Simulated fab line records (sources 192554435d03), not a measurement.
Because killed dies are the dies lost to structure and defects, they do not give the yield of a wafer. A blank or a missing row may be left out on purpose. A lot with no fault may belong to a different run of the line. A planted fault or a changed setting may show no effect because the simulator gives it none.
Split-lot experiment | flow n5-finfet | 7 lots, 39 wafers read, on a route of 1938 steps

ABOUT THE SPLIT
At N5_SD_EPI_N_EPI_21 (deposits Si:P, time 690 s), the setting temp-c was moved away from the recipe's 680 C on 12 of the 39 wafers read, by -0.8% to +0.8%. For the rest of the wafers, this setting stayed at what the recipe calls for.

FROM THE SPLIT TO THE READING: what the file shows between them, 9 steps
- N5_SD_EPI_N_PRECLEAN_24: cleans in O3/DIW, time 60 s
- N5_SD_EPI_N_SRD_25: time 30 s
- N5_SD_EPI_N_PRECLEAN_49: cleans in NF3:NH3, afs cycles 1, time 20 s, sublimation time 60 s
- N5_SD_EPI_P_EPI_21: deposits SiGe:B, time 355 s
- N5_SD_EPI_P_HM_STRIP_48: strips SiNx in H3PO4, material SiNx, target depth 3 nm
- N5_SD_EPI_P_SRD_49: time 30 s
- N5_SD_EPI_P_PRECLEAN_24: cleans in O3/DIW, time 45 s
- N5_SD_ACTIVATION_RTA_00: time 0 s
- N5_SD_ACTIVATION_LSA_01: time 0.0008 s

THE READING
Measured at N5_SD_ACTIVATION_RS_MEAS_03 by four-point probe: RS_SD_N, in ohm/sq. Fault-free wafers of this fab line usually give 21.93 ohm/sq, standard deviation 0.26 ohm/sq.

wafer  | tool, chamber at the split | temp-c as run, C | against the recipe | RS_SD_N, ohm/sq | against lot-mates on the recipe
L077.1 | epi-rpcvd-03, 0            | 680              | recipe             | 22.24           | -
L077.2 | epi-rpcvd-03, 0            | 674.7            | -0.8%              | 24.32           | +2.04
L077.3 | epi-rpcvd-03, 0            | 674.7            | -0.8%              | 24.59           | +2.31
L077.4 | epi-rpcvd-03, 0            | 674.7            | -0.8%              | 24.37           | +2.09
L077.5 | epi-rpcvd-03, 0            | 680              | recipe             | 22.39           | -
L077.6 | epi-rpcvd-03, 0            | 680              | recipe             | 22.22           | -
L078.1 | epi-rpcvd-02, 0            | 678.4            | -0.2%              | 22.20           | +0.45
L078.2 | epi-rpcvd-02, 0            | 680              | recipe             | 21.50           | -
L078.3 | epi-rpcvd-02, 0            | 678.4            | -0.2%              | 22.29           | +0.54
L078.4 | epi-rpcvd-02, 0            | 680              | recipe             | 21.85           | -
L078.5 | epi-rpcvd-02, 0            | 680              | recipe             | 21.89           | -
L078.6 | epi-rpcvd-02, 0            | 678.4            | -0.2%              | 22.24           | +0.49
L080.1 | epi-rpcvd-03, 0            | 680              | recipe             | 21.94           | -
L080.2 | epi-rpcvd-03, 0            | 680              | recipe             | 22.08           | -
L080.3 | epi-rpcvd-03, 0            | 685.1            | +0.8%              | 20.31           | -1.73
L080.4 | epi-rpcvd-03, 0            | 680              | recipe             | 22.11           | -
L080.5 | epi-rpcvd-03, 0            | 685.1            | +0.8%              | 20.38           | -1.66
L080.6 | epi-rpcvd-03, 0            | 685.1            | +0.8%              | 20.27           | -1.77
L082.1 | epi-rpcvd-04, 0            | 680              | recipe             | 22.20           | -
L082.2 | epi-rpcvd-04, 0            | 680              | recipe             | 21.96           | -
L082.3 | epi-rpcvd-04, 0            | 680              | recipe             | 22.03           | -
L082.4 | epi-rpcvd-04, 0            | 680              | recipe             | 21.98           | -
L082.5 | epi-rpcvd-04, 0            | 680              | recipe             | 22.49           | -
L082.6 | epi-rpcvd-04, 0            | 680              | recipe             | 22.13           | -
L084.1 | epi-rpcvd-02, 0            | 680              | recipe             | 21.48           | -
L084.2 | epi-rpcvd-02, 0            | 680              | recipe             | 21.88           | -
L084.3 | epi-rpcvd-02, 0            | 680              | recipe             | 21.84           | -
L084.4 | epi-rpcvd-02, 0            | 680              | recipe             | 21.67           | -
L084.5 | epi-rpcvd-02, 0            | 680              | recipe             | 21.61           | -
L084.6 | epi-rpcvd-02, 0            | 680              | recipe             | 22.00           | -
L089.1 | epi-rpcvd-03, 0            | 676              | -0.6%              | 23.57           | +1.69
L089.2 | epi-rpcvd-03, 0            | 676              | -0.6%              | 23.26           | +1.38
L089.3 | epi-rpcvd-03, 0            | 680              | recipe             | 21.95           | -
L089.4 | epi-rpcvd-03, 0            | 680              | recipe             | 22.12           | -
L089.5 | epi-rpcvd-03, 0            | 676              | -0.6%              | 23.65           | +1.77
L089.6 | epi-rpcvd-03, 0            | 680              | recipe             | 21.56           | -
L092.2 | epi-rpcvd-03, 0            | 680              | recipe             | 22.23           | -
L092.3 | epi-rpcvd-03, 0            | 680              | recipe             | 22.19           | -
L092.5 | epi-rpcvd-03, 0            | 680              | recipe             | 22.43           | -

THE FIT
A straight line over all 39 wafers: RS_SD_N changes by -2.59 ohm/sq for each +1% of temp-c; r = -0.95; the points scatter about the line by 0.29 ohm/sq.
The same after taking each lot's own level away (the mean of its wafers on the recipe; 39 wafers): -2.55 ohm/sq for each +1%; r = -0.98; scatter 0.17 ohm/sq.
On that fit, the largest move of temp-c shifts the reading by 2 ohm/sq.
The span of the lots' own levels, 21.747 to 22.283 ohm/sq, comes to 2.1 times the standard deviation stated above.
Consequently the slope shifts little with the lot-to-lot level, the two slopes agreeing.
Check: +2.01 ohm/sq against its lot-mates is what the line predicts for one of the wafers moved furthest among these (-0.8%) when that wafer is left out of the fit. It came out at +2.04 ohm/sq against them.

OTHER SPLITS APPLIED TO THESE WAFERS
Before the reading, these wafers also passed through other splits. Each is held against what the fit with the lots' levels taken away leaves over:
other split on the same wafers        | wafers away from the commonest value | r with RS_SD_N (lot level and that fit taken away)
N5_FIN_CUT_CUT_ETCH_26 target-depth-a | 18                                   | +0.22
N5_DUMMY_GATE_ETCH_31 target-depth-a  | 6                                    | -0.05
N5_DUMMY_GATE_ETCH_42 bias-w          | 12                                   | +0.16

THE WHOLE CHAIN: every reading that the file lists as answering this split, in the file's order
step                        | what it does                                           | reading                                                                         | change (the file's fit)              | r (the file's)
N5_SD_EPI_N_EPI_21          | deposits Si:P, time 690 s                              | Si-P_of_SD_EPI_N_EPI_21.thk-nm (the simulator's own value, which no gauge read) | +6.95 nm for each +1% of the setting | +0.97
N5_SD_EPI_N_PRECLEAN_24     | cleans in O3/DIW, time 60 s                            | Si-P_of_SD_EPI_N_EPI_21.thk-nm (the simulator's own value, which no gauge read) | +6.86 nm for each +1% of the setting | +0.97
N5_SD_EPI_P_HM_STRIP_48     | strips SiNx in H3PO4, material SiNx, target depth 3 nm | Si-P_of_SD_EPI_N_EPI_21.thk-nm (the simulator's own value, which no gauge read) | +6.8 nm for each +1% of the setting  | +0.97
N5_SD_ACTIVATION_RS_MEAS_03 | measures by four-point-probe                           | RS_SD_N                                                                         | -2.57 for each +1% of the setting    | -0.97

THE FILE'S OWN FIT
RS_SD_N changes by -2.57 ohm/sq for each +1% of temp-c, r = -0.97.
